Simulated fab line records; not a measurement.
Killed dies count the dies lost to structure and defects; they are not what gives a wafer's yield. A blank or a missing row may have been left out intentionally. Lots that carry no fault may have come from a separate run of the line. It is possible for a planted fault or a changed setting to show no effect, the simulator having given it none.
A struck lot beside a sound one + flow nand harc + 29 out of 1302 route steps
Sound: these wafers, L901.1, L901.3, L901.6. Struck: wafers L912.4, L912.5. At the end, the cause is stated.
At each step with rows: each side's tool, then ch and its chambers, then its first start. Under that, the readings that differ: sound wafers + struck wafers + difference of the means + sigmas: that difference in standard deviations of wafers without a fault.
alike: a reading whose means differ by less than 2 such deviations, as well as words and numbers matching on both sides. not compared: withheld readings; readings where some wafer has no value; bounds like >300 that might hide an equal value; numbers whose values overlap and for which the record gives no deviation.
Wherever a step has rows on one side only, a row that says differs or no value, or a row with sigmas, the two part there. Numbers that don't overlap but have no deviation are shown without sigmas and don't part them. Lack of a reading on every wafer of one side parts them only where that side has two or more wafers.

NHARC_A_CHANNEL_HOLE_D1_CD_MEAS_10: target cd 100 nm.
  sound on cd sem-01 ch 0, day 8 09:19; struck on cd sem-03 ch 0, day 12 23:34
  alike: cd nm
NHARC_A_CHANNEL_HOLE_D1_OVL_MEAS_11:
  sound: overlay-01 at day 8 09:25; struck: overlay-01 at day 12 23:38
  alike: overlay x nm, overlay y nm
NHARC_A_CHANNEL_HOLE_D1_INSPECT_12:
  sound: defect inspect-02 at day 8 09:27; struck: defect inspect-01 at day 12 23:41
  alike: raw defect count
NHARC_A_CHANNEL_HOLE_D1_DESCUM_15: chemistry O2, time 3 s.
  sound on rie diel-13 ch 2,3, day 8 09:31; struck on rie diel-13 ch 2,3, day 12 23:44
  alike: chamber pressure mTorr, drypump motor current A, oes product au, rf vpp V, showerhead plenum p Torr, throttle valve pct
  not compared: rf hours counter h
then, 1 step without rows for these wafers: NHARC_A_CHANNEL_HOLE_D1_ETCH_38 (etches the open film in CF4, target depth 39 nm, time 65 s).
NHARC_A_CHANNEL_HOLE_D1_ETCH_39: etches the open film in N2/H2, target depth 260 nm, time 325 s.
  sound on rie diel-13 ch 1,2,3; struck on rie diel-13 ch 0,1
  alike: chamber pressure mTorr, drypump motor current A, oes product au, rf vpp V, showerhead plenum p Torr, throttle valve pct
  not compared: rf hours counter h
then, 2 steps without rows for these wafers: NHARC_A_CHANNEL_HOLE_D1_ETCH_34 (etches the open film in CF4/CHF3, target depth 154 nm, time 77 s); NHARC_A_CHANNEL_HOLE_D1_ETCH_16 (etches the open film in O2/COS, target depth 3100 nm, time 806 s).
NHARC_A_CHANNEL_HOLE_D1_CD_MEAS_18:
  sound: cd sem-03 at day 8 10:37; struck: cd sem-03 at day 13 00:52
  alike: cd nm
NHARC_A_CHANNEL_HOLE_D1_ETCH_19: etches the open film in C4F8/O2/Ar, time 34.5 s.
  sound on har etch-02 ch 1, day 8 10:41; struck on har etch-02 ch 1, day 13 02:58
  alike: chamber pressure mTorr, drypump motor current A, he backside leak sccm, showerhead plenum p Torr, throttle valve pct
  not compared: rf hours counter h
then, 2 steps without rows for these wafers: NHARC_A_CHANNEL_HOLE_D1_ETCH_20 (etches the open film in C4F8/O2/Ar, time 361.9 s, target depth 1600 nm); NHARC_A_CHANNEL_HOLE_D1_ETCH_21 (etches the open film in C4F8/O2/Ar, time 514.3 s, target depth 1600 nm).
NHARC_A_CHANNEL_HOLE_D1_ETCH_22: etches the open film in C4F8/O2/Ar, time 666.7 s, target depth 1600 nm.
  sound on har etch-02 ch 1, day 8 12:26; struck on har etch-02 ch 1, day 13 03:58
  alike: chamber pressure mTorr, drypump motor current A, he backside leak sccm, showerhead plenum p Torr, throttle valve pct
  not compared: rf hours counter h
then, 4 steps without rows for these wafers: NHARC_A_CHANNEL_HOLE_D1_ETCH_23 (etches the open film in C4F8/O2/Ar, time 819 s, target depth 1600 nm); NHARC_A_CHANNEL_HOLE_D1_ETCH_24 (etches the open film in C4F8/O2/Ar, time 906.2 s, target depth 1500 nm); NHARC_A_CHANNEL_HOLE_D1_ETCH_25 (etches the open film in C4F8/O2/Ar, time 1040.2 s, target depth 1500 nm); NHARC_A_CHANNEL_HOLE_D1_ETCH_26 (etches the open film in C4F8/O2/Ar, time 224.1 s, target depth 300 nm).
NHARC_A_CHANNEL_HOLE_D1_ETCH_33: etches the open film in C4F8/O2/Ar, time 90 s, target depth 400 nm.
  sound on har etch-02 ch 1, day 8 18:38; struck on har etch-02 ch 1, day 13 06:57
  alike: chamber pressure mTorr, drypump motor current A, he backside leak sccm, showerhead plenum p Torr, throttle valve pct
  not compared: rf hours counter h
then, 4 steps without rows for these wafers: NHARC_A_CHANNEL_HOLE_D1_STRIP_41 (strips in N2/H2); NHARC_A_CHANNEL_HOLE_D1_STRIP_42 (strips in CF4/CHF3); NHARC_A_CHANNEL_HOLE_D1_STRIP_43 (strips in O2/COS); NHARC_A_CHANNEL_HOLE_D1_ETCH_44 (etches the open film in CF4/O2, target depth 140 nm, overetch 14 nm, time 77 s).
NHARC_A_CHANNEL_HOLE_D1_STRIP_27: strips in O2.
  sound on rie diel-04 ch 0,1; struck on rie diel-10 ch 1,3
  alike: chamber pressure mTorr, drypump motor current A, oes product au, rf vpp V, showerhead plenum p Torr, throttle valve pct
  not compared: rf hours counter h
then, 2 steps without rows for these wafers: NHARC_A_CHANNEL_HOLE_D1_PRECLEAN_28 (cleans in SC1); NHARC_A_CHANNEL_HOLE_D1_SRD_29.
NHARC_A_CHANNEL_HOLE_D1_CD_MEAS_30:
  sound: cd sem-03 at day 8 20:21; struck: cd sem-03 at day 13 08:26
| reading    | sound          | struck    | difference | sigmas |
|------------|----------------|-----------|------------|--------|
| cd nm (nm) | 91.5 87.9 88.6 | 90.9 93.0 | +2.6       | +2     |
NHARC_A_CHANNEL_HOLE_D1_XSEM_31:
  sound on xsem-02 ch 0, day 8 20:26; struck on xsem-02 ch 0
| reading     | sound          | struck | difference                    | sigmas |
|-------------|----------------|--------|-------------------------------|--------|
| bow nm (nm) | 8.83 8.88 8.82 | - -    | no value on the struck wafers |        |
  alike: bot cd nm, tilt deg
NHARC_A_CHANNEL_HOLE_D1_INSPECT_40:
  sound: defect inspect-02 at day 8 20:32; struck: defect inspect-01 at day 13 11:12
  alike: raw defect count
-- record jumps: 16 days between struck wafers' starts before vs after; left off in module A_CHANNEL_HOLE_D1, resumes in module END, first step shown is number 1302 of the route --
NHARC_END_SORT_01:
  here the record holds rows for the struck wafers (prober-01 ch 0, day 29 00:08) but none for the sound ones

## WHERE THEY PART
Earliest at NHARC_A_CHANNEL_HOLE_D1_CD_MEAS_30; latest, in this record, at NHARC_END_SORT_01.

WHY: the cause the simulator had injected
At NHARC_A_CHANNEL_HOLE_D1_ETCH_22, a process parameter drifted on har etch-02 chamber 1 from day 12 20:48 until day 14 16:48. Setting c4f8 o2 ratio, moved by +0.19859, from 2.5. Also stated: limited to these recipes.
